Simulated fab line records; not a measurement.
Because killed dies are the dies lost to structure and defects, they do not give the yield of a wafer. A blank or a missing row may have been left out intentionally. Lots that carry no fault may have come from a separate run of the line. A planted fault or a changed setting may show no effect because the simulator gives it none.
fab line records :: flow n5Finfet
record:
  lots: 4
  wafers: 12
  lastDay: 15
route steps=1938 shown BEOL_M3@1009 BEOL_M4@1021
lots with no fault: from the same line, run without faults
startH: start of the lot's first displayed wafer, in hours after the record's first day :: waitH: hours since the lot's step before :: " as in the row above :: L1.1+2: one row covering several wafers at once :: - no value present, or no start provided :: * or withheld: withheld :: < > ~ a bound
route shown NAME@n: names a module that has steps shown in the file, with the first one's number in the route :: usual: the fault-free wafers' mean and standard deviation :: same: alike in all rows :: chamber/n: place in a boat :: sites: the reading at each site :: _std_site: their standard deviation :: _edge_site: the outer-site mean with the inner-site mean subtracted :: radiusMm: for every site, how far away it sits from the centre of the wafer :: mask NAME#n: copy n :: behind: the most recent tool/chamber to have shaped the wafer :: hold: the reason the lot was held/the length of the hold in hours/how it ended :: device: whichever transistor did not switch (one of n, p or np) :: end of line: the same wafers' tests at the end of the route :: a step without rows: its recipe alone :: killed: count of dies lost to structure and defects at first sort (not the wafer's yield) :: map: a wafer's dies, marking killed ones x, the rest . and places with no die _
set.NAME: setting as actually run; set.NAME@STEP: the setting as run at that earlier step :: model.NAME: the simulator's own value behind a step, which no gauge read
lots seen at some steps along the route; tables by step, rows by wafer
services: from which hour (startH, from the record's first day; less than 0 if before it) a tool's chamber was out of use, for how many hours, and why
== steps ==
step: N5_BEOL_M3_ANNEAL_95
recipe:
  tempC: 400
  timeS: 240
  ambient: vacuum
step: N5_BEOL_M3_SPUTTER_96
recipe:
  material: Cu
  targetThkA: 45
  tempC: -20
  chamberPressurePa: 0.07
  powerW: withheld
  timeS: 8.29
step: N5_BEOL_M3_ECD_50
recipe:
  material: Cu
  targetThkA: 3000
step: N5_BEOL_M3_ANNEAL_51
recipe:
  tempC: 225
  timeS: 90
  ambient: N2
step: N5_BEOL_M3_CMP_52
recipe:
  stopOn: SiOC
  tOverpolishS: 6.8
  downForcePsi: 1
  platenRpm: 50
  clearingPlatenDownForcePsi: 1.5
  clearingPlatenRpm: 50
  postCmpClean: cuAlkaline
  targetThkNm: 40
  clearingPlatenPadVelocityMS: 0.99484
  padVelocityMS: 0.99484
step: N5_BEOL_M3_PRE_CLEAN_60
recipe:
  gas: NH3/H2
  timeS: 15
  tempC: *
  rfPowerW: 300
step: N5_BEOL_M3_CO_CAP_55
recipe:
  material: Co
  targetThkA: 20
  tempC: 200
  precursor: CCTBA/H2
  pressureTorr: 30
  timeS: 102.1
step: N5_BEOL_M3_PRE_CLEAN_56
recipe:
  gas: NH3
  timeS: 15
  tempC: withheld
  rfPowerW: 300
step: N5_BEOL_M3_DEP_57
recipe:
  material: SiCN
  targetThkA: 80
  tempC: withheld
  precursor: 3MS/NH3
  pressureTorr: 3
  rfW: 202
  timeS: 14
step: N5_BEOL_M4_ILD_DEP_00
recipe:
  material: SiOC
  targetThkA: 790
  tempC: 350
  precursor: DEMS/O2
  pressureTorr: 5
  rfW: 500
  timeS: 15.3
usual:
  heaterPowerW: 463/57
  showerheadPlenumPTorr: 5.692/0.019
  susceptorTempC: 350.00/0.21
  throttleValvePct: 12.1/0.6
lot.wafer: L914.4
tool: pecvd-03
chamber: 2
startH: 201.72
waitH: 0.1
heaterPowerW: 458
showerheadPlenumPTorr: 5.673
susceptorTempC: 350.33
throttleValvePct: 11.3
model.SiOC_of_BEOL_M4_ILD_DEP_00.thkNm: 80.4

lot.wafer: L914.5
tool: pecvd-03
chamber: 2
startH: 201.72
waitH: 0.1
heaterPowerW: 460
showerheadPlenumPTorr: 5.660
susceptorTempC: 350.35
throttleValvePct: 11.3
model.SiOC_of_BEOL_M4_ILD_DEP_00.thkNm: 79.4

lot.wafer: L914.6
tool: pecvd-03
chamber: 0
startH: 201.72
waitH: 0.1
heaterPowerW: 582
showerheadPlenumPTorr: 5.706
susceptorTempC: 349.73
throttleValvePct: 12.5
model.SiOC_of_BEOL_M4_ILD_DEP_00.thkNm: 80.2

lot.wafer: L920.2
tool: pecvd-01
chamber: 1
startH: 239.51
waitH: 0.0
heaterPowerW: 400
showerheadPlenumPTorr: 5.718
susceptorTempC: 349.89
throttleValvePct: 12.0
model.SiOC_of_BEOL_M4_ILD_DEP_00.thkNm: 79.4

lot.wafer: L920.3
tool: pecvd-01
chamber: 0
startH: 239.51
waitH: 0.0
heaterPowerW: 484
showerheadPlenumPTorr: 5.688
susceptorTempC: 349.96
throttleValvePct: 11.7
model.SiOC_of_BEOL_M4_ILD_DEP_00.thkNm: 79.4

lot.wafer: L920.6
tool: pecvd-01
chamber: 1
startH: 239.51
waitH: 0.0
heaterPowerW: 409
showerheadPlenumPTorr: 5.721
susceptorTempC: 349.69
throttleValvePct: 12.2
model.SiOC_of_BEOL_M4_ILD_DEP_00.thkNm: 80.8

lot.wafer: L922.3
tool: pecvd-03
chamber: 0
startH: 246.41
waitH: 0.0
heaterPowerW: 565
showerheadPlenumPTorr: 5.697
susceptorTempC: 349.59
throttleValvePct: 12.3
model.SiOC_of_BEOL_M4_ILD_DEP_00.thkNm: 78.6

lot.wafer: L922.5
tool: pecvd-03
chamber: 1
startH: 246.41
waitH: 0.0
heaterPowerW: 489
showerheadPlenumPTorr: 5.700
susceptorTempC: 350.35
throttleValvePct: 13.2
model.SiOC_of_BEOL_M4_ILD_DEP_00.thkNm: 79.8

lot.wafer: L922.6
tool: pecvd-03
chamber: 2
startH: 246.41
waitH: 0.0
heaterPowerW: 430
showerheadPlenumPTorr: 5.698
susceptorTempC: 335.40
throttleValvePct: 11.3
model.SiOC_of_BEOL_M4_ILD_DEP_00.thkNm: 83.2

lot.wafer: L923.4
tool: pecvd-03
chamber: 0
startH: 249.27
waitH: 0.1
heaterPowerW: 594
showerheadPlenumPTorr: 5.701
susceptorTempC: 349.86
throttleValvePct: 12.3
model.SiOC_of_BEOL_M4_ILD_DEP_00.thkNm: 78.6

lot.wafer: L923.5
tool: pecvd-03
chamber: 1
startH: 249.27
waitH: 0.1
heaterPowerW: 425
showerheadPlenumPTorr: 5.692
susceptorTempC: 350.58
throttleValvePct: 13.2
model.SiOC_of_BEOL_M4_ILD_DEP_00.thkNm: 79.4

lot.wafer: L923.6
tool: pecvd-03
chamber: 2
startH: 249.27
waitH: 0.1
heaterPowerW: 375
showerheadPlenumPTorr: 5.683
susceptorTempC: 335.26
throttleValvePct: 11.3
model.SiOC_of_BEOL_M4_ILD_DEP_00.thkNm: 82.8
step: N5_BEOL_M4_THK_MEAS_01
recipe:
  reads: SiOC_of_BEOL_M4_ILD_DEP_00
usual:
  M4_ILD_THK: 78.9/0.96
lot.wafer: L914.4
tool: filmMetro-01
chamber: -
startH: 201.79
waitH: 0.1
M4_ILD_THK[nm]: 80.5

lot.wafer: L914.5
tool: filmMetro-01
chamber: -
startH: 201.79
waitH: 0.1
M4_ILD_THK[nm]: 79.5

lot.wafer: L914.6
tool: filmMetro-01
chamber: -
startH: 201.79
waitH: 0.1
M4_ILD_THK[nm]: 80.1

lot.wafer: L920.2
tool: filmMetro-02
chamber: -
startH: 239.58
waitH: 0.1
M4_ILD_THK[nm]: 79.4

lot.wafer: L920.3
tool: filmMetro-02
chamber: -
startH: 239.58
waitH: 0.1
M4_ILD_THK[nm]: 79.5

lot.wafer: L920.6
tool: filmMetro-02
chamber: -
startH: 239.58
waitH: 0.1
M4_ILD_THK[nm]: 80.8

lot.wafer: L922.3
tool: filmMetro-01
chamber: -
startH: 246.48
waitH: 0.1
M4_ILD_THK[nm]: 78.6

lot.wafer: L922.5
tool: filmMetro-01
chamber: -
startH: 246.48
waitH: 0.1
M4_ILD_THK[nm]: 79.9

lot.wafer: L922.6
tool: filmMetro-01
chamber: -
startH: 246.48
waitH: 0.1
M4_ILD_THK[nm]: 83.3

lot.wafer: L923.4
tool: filmMetro-01
chamber: -
startH: 249.32
waitH: 0.0
M4_ILD_THK[nm]: 78.7

lot.wafer: L923.5
tool: filmMetro-01
chamber: -
startH: 249.32
waitH: 0.0
M4_ILD_THK[nm]: 79.4

lot.wafer: L923.6
tool: filmMetro-01
chamber: -
startH: 249.32
waitH: 0.0
M4_ILD_THK[nm]: 82.7
step: N5_BEOL_M4_PECVD_72
recipe:
  material: SiO2
  targetThkA: 160
  tempC: 400
  precursor: TEOS/O2
  pressureTorr: 5.5
  rfW: 450
  teosFlowSccm: 53.8
  gas: O2
  flowSccm: 3000
  timeS: 18
step: N5_BEOL_M4_HM_DEP_02
recipe:
  material: TiN
  targetThkA: 200
  tempC: 25
  chamberPressurePa: 0.49996
step: N5_BEOL_M4_COAT_61
recipe:
  resist: SOC
  tempC: 250
  timeS: 60
  spinRpm: 1500
  resistThkNm: 60
step: N5_BEOL_M4_COAT_62
recipe:
  resist: SiARC
  tempC: 220
  timeS: 60
  spinRpm: 1500
  resistThkNm: 12
step: N5_BEOL_M4_COAT_73
recipe:
  resist: underlayer
  tempC: 205
  timeS: 60
  spinRpm: 1500
  resistThkNm: 5
step: N5_BEOL_M4_COAT_05
recipe:
  resist: CAR-EUV
  spinRpm: 1500
  resistThkNm: 30
step: N5_BEOL_M4_EBR_07
recipe:
  solvent: PGMEA
  ebrWidthMm: 1.5
step: N5_BEOL_M4_SOFTBAKE_06
recipe:
  tempC: 110
  timeS: 60
  resist: CAR-EUV
step: N5_BEOL_M4_EXPOSE_08
recipe:
  maskId: M4
  na: 0.33
  sourceShape: dipole
  sigmaInner: 0.369
  sigmaOuter: 0.767
  polarization: unpolarized
  doseMj: 41.25
step: N5_BEOL_M4_PEB_09
recipe:
  pebTempC: 100
  pebTimeS: 60
  resist: CAR-EUV
step: N5_BEOL_M4_DEVELOP_10
recipe:
  developTimeS: 30
  developer: TMAH
  resist: CAR-EUV
  rinseLiquid: surfactantRinse
  dry: airSpin
  devTempC: 23
step: N5_BEOL_M4_DESCUM_16
recipe:
  chemistry: O2
  timeS: 7
  sourcePowerW: 50
  biasPowerW: 20
  pressureMtorr: 20
  rfFrequencyHz: 2.712e+07
  tempC: 40
  resist: CAR-EUV
  o2FlowSccm: 225
step: N5_BEOL_M4_ETCH_74
recipe:
  chemistry: N2/H2
  target: underlayer
  targetDepthA: 65
  maskMaterial: CAR-EUV
  timeS: 5.2
  ionEnergyEv: 200
  pressureMtorr: 30
  sourceW: 840
  biasW: 150
  n2FlowSccm: 200
  h2FlowSccm: 200
  ends: cleared
step: N5_BEOL_M4_ETCH_63
recipe:
  chemistry: CF4
  target: SiARC
  targetDepthA: 156
  maskMaterial: CAR-EUV
  timeS: 26
  ionEnergyEv: 80
  pressureMtorr: 40
  sourceW: 545
  biasW: 36
  Ar_flow_sccm: 100
  cf4FlowSccm: 100
  ends: cleared
step: N5_BEOL_M4_ETCH_64
recipe:
  chemistry: N2/H2
  target: SOC
  targetDepthA: 750
  overetchA: 225
  maskMaterial: SiARC
  tempC: 40
  timeS: 121.9
  ionEnergyEv: 200
  pressureMtorr: 30
  sourceW: 840
  biasW: 150
  n2FlowSccm: 200
  h2FlowSccm: 200
step: N5_BEOL_M4_STRIP_65
recipe:
  chemistry: N2/H2
  tempC: 40
  n2FlowSccm: 200
  h2FlowSccm: 200
  rfFrequencyHz: 6e+07
step: N5_BEOL_M4_STRIP_75
recipe:
  chemistry: N2/H2
  tempC: 40
  n2FlowSccm: 200
  h2FlowSccm: 200
  rfFrequencyHz: 6e+07
step: N5_BEOL_M4_STRIP_66
recipe:
  chemistry: CF4
  resist: SiARC
  powerW: 300
  biasPowerW: 75
  pressureMtorr: 50
  cf4FlowSccm: 150
  rfFrequencyHz: 6e+07
step: N5_BEOL_M4_HM_OPEN_17
recipe:
  chemistry: Cl2/BCl3
  targetDepthA: 200
  overetchA: 60
  target: TiN
  maskMaterial: SOC
  ionEnergyEv: 150
  pressureMtorr: 10
  icpW: 1000
  biasW: 126
  Cl2_flow_sccm: 53.25
  bcl3FlowSccm: 21.75
  Ar_flow_sccm: 25
step: N5_BEOL_M4_STRIP_19
recipe:
  chemistry: O2
  powerW: 400
  tempC: 40
  pressureMtorr: 30
  rfFrequencyHz: 6e+07
  biasPowerW: 0
  overashFraction: 0.2
  o2FlowSccm: 225
step: N5_BEOL_M4_COAT_67
recipe:
  resist: SOC
  tempC: 250
  timeS: 60
  spinRpm: 1500
  resistThkNm: 60
step: N5_BEOL_M4_COAT_68
recipe:
  resist: SiARC
  tempC: 220
  timeS: 60
  spinRpm: 1500
  resistThkNm: 12
step: N5_BEOL_M4_COAT_76
recipe:
  resist: underlayer
  tempC: 205
  timeS: 60
  spinRpm: 1500
  resistThkNm: 5
step: N5_BEOL_M4_COAT_22
recipe:
  resist: CAR-EUV
  spinRpm: 1500
  resistThkNm: 30
step: N5_BEOL_M4_CMP_52
recipe:
  stopOn: SiOC
  tOverpolishS: 6.8
  downForcePsi: 1
  platenRpm: 50
  clearingPlatenDownForcePsi: 1.5
  clearingPlatenRpm: 50
  postCmpClean: cuAlkaline
  targetThkNm: 40
  clearingPlatenPadVelocityMS: 0.99484
  padVelocityMS: 0.99484
usual:
  barrierFieldEndpointS: 24.5/0.61
  clearingPlatenRpm: 50.005/0.027
  motorCurrentA: 6.3/0.49
  overpolishRunS: 6.799/0.0091
  slurryFilterDpKPa: 13.48/0.15
  timeToEndpointS: 62.5/3
lot.wafer: L914.4
tool: cmp-03
chamber: 0
startH: 215.44
waitH: 0.2
barrierFieldEndpointS: 24.6
clearingPlatenRpm: 50.022
motorCurrentA: 5.7
overpolishRunS: 6.804
slurryFilterDpKPa: 13.61
timeToEndpointS: 64.7
model.SiOC_of_BEOL_M4_ILD_DEP_00.thkNm: 77.4

lot.wafer: L914.5
tool: cmp-03
chamber: 3
startH: 215.44
waitH: 0.2
barrierFieldEndpointS: 25.3
clearingPlatenRpm: 50.010
motorCurrentA: 6.6
overpolishRunS: 6.797
slurryFilterDpKPa: 13.32
timeToEndpointS: 66.6
model.SiOC_of_BEOL_M4_ILD_DEP_00.thkNm: 76.4

lot.wafer: L914.6
tool: cmp-03
chamber: 0
startH: 215.44
waitH: 0.2
barrierFieldEndpointS: 25.0
clearingPlatenRpm: 50.010
motorCurrentA: 5.3
overpolishRunS: 6.799
slurryFilterDpKPa: 13.39
timeToEndpointS: 61.6
model.SiOC_of_BEOL_M4_ILD_DEP_00.thkNm: 77.2

lot.wafer: L920.2
tool: cmp-04
chamber: 3
startH: 256.80
waitH: 0.3
barrierFieldEndpointS: 26.0
clearingPlatenRpm: 49.983
motorCurrentA: 6.1
overpolishRunS: 6.805
slurryFilterDpKPa: 13.38
timeToEndpointS: 69.8
model.SiOC_of_BEOL_M4_ILD_DEP_00.thkNm: 76.4

lot.wafer: L920.3
tool: cmp-04
chamber: 0
startH: 256.80
waitH: 0.3
barrierFieldEndpointS: 25.5
clearingPlatenRpm: 49.986
motorCurrentA: 6.6
overpolishRunS: 6.812
slurryFilterDpKPa: 13.25
timeToEndpointS: 67.9
model.SiOC_of_BEOL_M4_ILD_DEP_00.thkNm: 76.4

lot.wafer: L920.6
tool: cmp-04
chamber: 2
startH: 256.80
waitH: 0.3
barrierFieldEndpointS: 25.3
clearingPlatenRpm: 50.006
motorCurrentA: 6.4
overpolishRunS: 6.791
slurryFilterDpKPa: 13.54
timeToEndpointS: 65.3
model.SiOC_of_BEOL_M4_ILD_DEP_00.thkNm: 77.8

lot.wafer: L923.4
tool: cmp-04
chamber: 2
startH: 262.65
waitH: 0.2
barrierFieldEndpointS: 24.9
clearingPlatenRpm: 50.006
motorCurrentA: 6.5
overpolishRunS: 6.792
slurryFilterDpKPa: 13.44
timeToEndpointS: 66.1
model.SiOC_of_BEOL_M4_ILD_DEP_00.thkNm: 75.6

lot.wafer: L923.5
tool: cmp-04
chamber: 3
startH: 262.65
waitH: 0.2
barrierFieldEndpointS: 25.1
clearingPlatenRpm: 50.000
motorCurrentA: 6.2
overpolishRunS: 6.821
slurryFilterDpKPa: 13.16
timeToEndpointS: 65.4
model.SiOC_of_BEOL_M4_ILD_DEP_00.thkNm: 76.4

lot.wafer: L923.6
tool: cmp-04
chamber: 0
startH: 262.65
waitH: 0.2
barrierFieldEndpointS: 25.1
clearingPlatenRpm: 50.035
motorCurrentA: 6.3
overpolishRunS: 6.800
slurryFilterDpKPa: 13.48
timeToEndpointS: 61.7
model.SiOC_of_BEOL_M4_ILD_DEP_00.thkNm: 79.8

lot.wafer: L922.3
tool: cmp-03
chamber: 1
startH: 262.86
waitH: 0.2
barrierFieldEndpointS: 25.7
clearingPlatenRpm: 50.008
motorCurrentA: 6.2
overpolishRunS: 6.797
slurryFilterDpKPa: 13.29
timeToEndpointS: 67.8
model.SiOC_of_BEOL_M4_ILD_DEP_00.thkNm: 75.6

lot.wafer: L922.6
tool: cmp-03
chamber: 3
startH: 262.86
waitH: 0.2
barrierFieldEndpointS: 25.7
clearingPlatenRpm: 49.992
motorCurrentA: 6.2
overpolishRunS: 6.797
slurryFilterDpKPa: 13.25
timeToEndpointS: 66.6
model.SiOC_of_BEOL_M4_ILD_DEP_00.thkNm: 80.2

lot.wafer: L922.5
tool: cmp-03
chamber: 0
startH: 262.86
waitH: 0.2
barrierFieldEndpointS: 25.2
clearingPlatenRpm: 50.034
motorCurrentA: 5.6
overpolishRunS: 6.802
slurryFilterDpKPa: 13.33
timeToEndpointS: 65.8
model.SiOC_of_BEOL_M4_ILD_DEP_00.thkNm: 76.8
step: N5_BEOL_M4_RC_MEAS_101
usual:
  DIBL_N: 36.5/1.4
  DIBL_P: 36.6/1.6
  IOFF_N: 0.160/0.024
  IOFF_P: 0.217/0.029
  ION_N: 674/8.7
  ION_P: 464/6.5
  SS_N: 71.6/0.47
  SS_P: 73.4/0.57
  VT_N: 250.0/2.5
  VT_P: -250/3.1
lot.wafer: L914.4
tool: prober-01
chamber: 0
startH: 216.48
waitH: 0.5
DIBL_N[mV/V]: 38.5
DIBL_P[mV/V]: 37.2
IOFF_N[nA/um]: 0.182
IOFF_P[nA/um]: 0.244
ION_N[uA/um]: 677
ION_P[uA/um]: 469
SS_N[mV/dec]: 72.0
SS_P[mV/dec]: 73.7
VT_N[mV]: 246.1
VT_P[mV]: -248

lot.wafer: L914.5
tool: prober-01
chamber: 0
startH: 216.48
waitH: 0.5
DIBL_N[mV/V]: 38.2
DIBL_P[mV/V]: 38.1
IOFF_N[nA/um]: 0.179
IOFF_P[nA/um]: 0.262
ION_N[uA/um]: 672
ION_P[uA/um]: 468
SS_N[mV/dec]: 72.0
SS_P[mV/dec]: 73.8
VT_N[mV]: 250.8
VT_P[mV]: -248

lot.wafer: L914.6
tool: prober-01
chamber: 0
startH: 216.48
waitH: 0.5
DIBL_N[mV/V]: 34.9
DIBL_P[mV/V]: 32.6
IOFF_N[nA/um]: 0.116
IOFF_P[nA/um]: 0.173
ION_N[uA/um]: 658
ION_P[uA/um]: 464
SS_N[mV/dec]: 71.0
SS_P[mV/dec]: 72.9
VT_N[mV]: 254.1
VT_P[mV]: -251

lot.wafer: L920.2
tool: prober-01
chamber: 0
startH: 257.61
waitH: 0.2
DIBL_N[mV/V]: 36.3
DIBL_P[mV/V]: 37.0
IOFF_N[nA/um]: 0.142
IOFF_P[nA/um]: 0.190
ION_N[uA/um]: 670
ION_P[uA/um]: 462
SS_N[mV/dec]: 72.3
SS_P[mV/dec]: 73.6
VT_N[mV]: 252.4
VT_P[mV]: -254

lot.wafer: L920.3
tool: prober-01
chamber: 0
startH: 257.61
waitH: 0.2
DIBL_N[mV/V]: 35.1
DIBL_P[mV/V]: 34.0
IOFF_N[nA/um]: 0.123
IOFF_P[nA/um]: 0.161
ION_N[uA/um]: 658
ION_P[uA/um]: 450
SS_N[mV/dec]: 71.1
SS_P[mV/dec]: 73.2
VT_N[mV]: 254.8
VT_P[mV]: -255

lot.wafer: L920.6
tool: prober-01
chamber: 0
startH: 257.61
waitH: 0.2
DIBL_N[mV/V]: 35.4
DIBL_P[mV/V]: 35.5
IOFF_N[nA/um]: 0.130
IOFF_P[nA/um]: 0.169
ION_N[uA/um]: 669
ION_P[uA/um]: 453
SS_N[mV/dec]: 71.5
SS_P[mV/dec]: 73.7
VT_N[mV]: 253.9
VT_P[mV]: -254

lot.wafer: L923.4
tool: prober-02
chamber: 0
startH: 263.61
waitH: 0.5
DIBL_N[mV/V]: 35.7
DIBL_P[mV/V]: 35.3
IOFF_N[nA/um]: 0.135
IOFF_P[nA/um]: 0.167
ION_N[uA/um]: 676
ION_P[uA/um]: 456
SS_N[mV/dec]: 71.4
SS_P[mV/dec]: 73.1
VT_N[mV]: 251.1
VT_P[mV]: -255

lot.wafer: L923.5
tool: prober-02
chamber: 0
startH: 263.61
waitH: 0.5
DIBL_N[mV/V]: 34.9
DIBL_P[mV/V]: 34.0
IOFF_N[nA/um]: 0.115
IOFF_P[nA/um]: 0.147
ION_N[uA/um]: 658
ION_P[uA/um]: 450
SS_N[mV/dec]: 71.2
SS_P[mV/dec]: 73.1
VT_N[mV]: 255.8
VT_P[mV]: -259

lot.wafer: L923.6
tool: prober-02
chamber: 0
startH: 263.61
waitH: 0.5
DIBL_N[mV/V]: 35.9
DIBL_P[mV/V]: 35.2
IOFF_N[nA/um]: 0.131
IOFF_P[nA/um]: 0.162
ION_N[uA/um]: 661
ION_P[uA/um]: 453
SS_N[mV/dec]: 72.1
SS_P[mV/dec]: 73.6
VT_N[mV]: 252.4
VT_P[mV]: -255

lot.wafer: L922.3
tool: prober-01
chamber: 0
startH: 263.70
waitH: 0.3
DIBL_N[mV/V]: 35.9
DIBL_P[mV/V]: 35.6
IOFF_N[nA/um]: 0.140
IOFF_P[nA/um]: 0.198
ION_N[uA/um]: 660
ION_P[uA/um]: 462
SS_N[mV/dec]: 70.6
SS_P[mV/dec]: 73.2
VT_N[mV]: 252.2
VT_P[mV]: -248

lot.wafer: L922.5
tool: prober-01
chamber: 0
startH: 263.70
waitH: 0.3
DIBL_N[mV/V]: 36.3
DIBL_P[mV/V]: 36.7
IOFF_N[nA/um]: 0.148
IOFF_P[nA/um]: 0.212
ION_N[uA/um]: 661
ION_P[uA/um]: 457
SS_N[mV/dec]: 71.5
SS_P[mV/dec]: 73.2
VT_N[mV]: 251.1
VT_P[mV]: -250

lot.wafer: L922.6
tool: prober-01
chamber: 0
startH: 263.70
waitH: 0.3
DIBL_N[mV/V]: 36.8
DIBL_P[mV/V]: 37.0
IOFF_N[nA/um]: 0.166
IOFF_P[nA/um]: 0.221
ION_N[uA/um]: 688
ION_P[uA/um]: 470
SS_N[mV/dec]: 71.1
SS_P[mV/dec]: 73.2
VT_N[mV]: 248.1
VT_P[mV]: -246
== services ==
tool: pecvd-03
chamber: 1
startH: 182.27
hours: 23.1
kind: repair

tool: cmp-04
chamber: -
startH: 194.47
hours: 1.4
kind: repair

tool: cmp-03
chamber: -
startH: 198.27
hours: 1.0
kind: repair

tool: pecvd-03
chamber: -
startH: 204.38
hours: 14.6
kind: pm

tool: cmp-04
chamber: -
startH: 220.43
hours: 0.9
kind: repair

tool: cmp-04
chamber: -
startH: 223.47
hours: 4.0
kind: pm

tool: cmp-04
chamber: -
startH: 227.47
hours: -
kind: consumableReplace:conditioner

tool: cmp-04
chamber: -
startH: 227.47
hours: -
kind: consumableReplace:pad

tool: pecvd-03
chamber: 2
startH: 250.98
hours: 2.1
kind: scheduledDown
== key ==
firstSign:
  step: N5_BEOL_M4_ILD_DEP_00
  reading: susceptorTempC
  direction: down
  sigmas: 70
  usual: *
  struck: *
effect:
  step: N5_BEOL_M4_THK_MEAS_01
  reading: M4_ILD_THK
  direction: up
  sigmas: 4.3
  usual: 78.9
  struck: 83.0
modelEffect:
  step: N5_BEOL_M4_ILD_DEP_00
  value: SiOC_of_BEOL_M4_ILD_DEP_00.thkNm
  without: 79.4
  struck: 83
modelEffect:
  step: N5_BEOL_M4_CMP_52
  value: SiOC_of_BEOL_M4_ILD_DEP_00.thkNm
  without: 76.4
  struck: 80
metAt N5_BEOL_M4_ILD_DEP_00
struckWafers L922.6,L923.6
onsetBetween 201.72 246.41
fault:
  kind: processParameterDrift
  tool: pecvd-03
  chamber: 2
  onsetH: 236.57
  steps: N5_BEOL_M4_ILD_DEP_00
  channel: tempC
  offset: *
  shape: step
  endH: 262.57
  actsIn: *
  stated: *
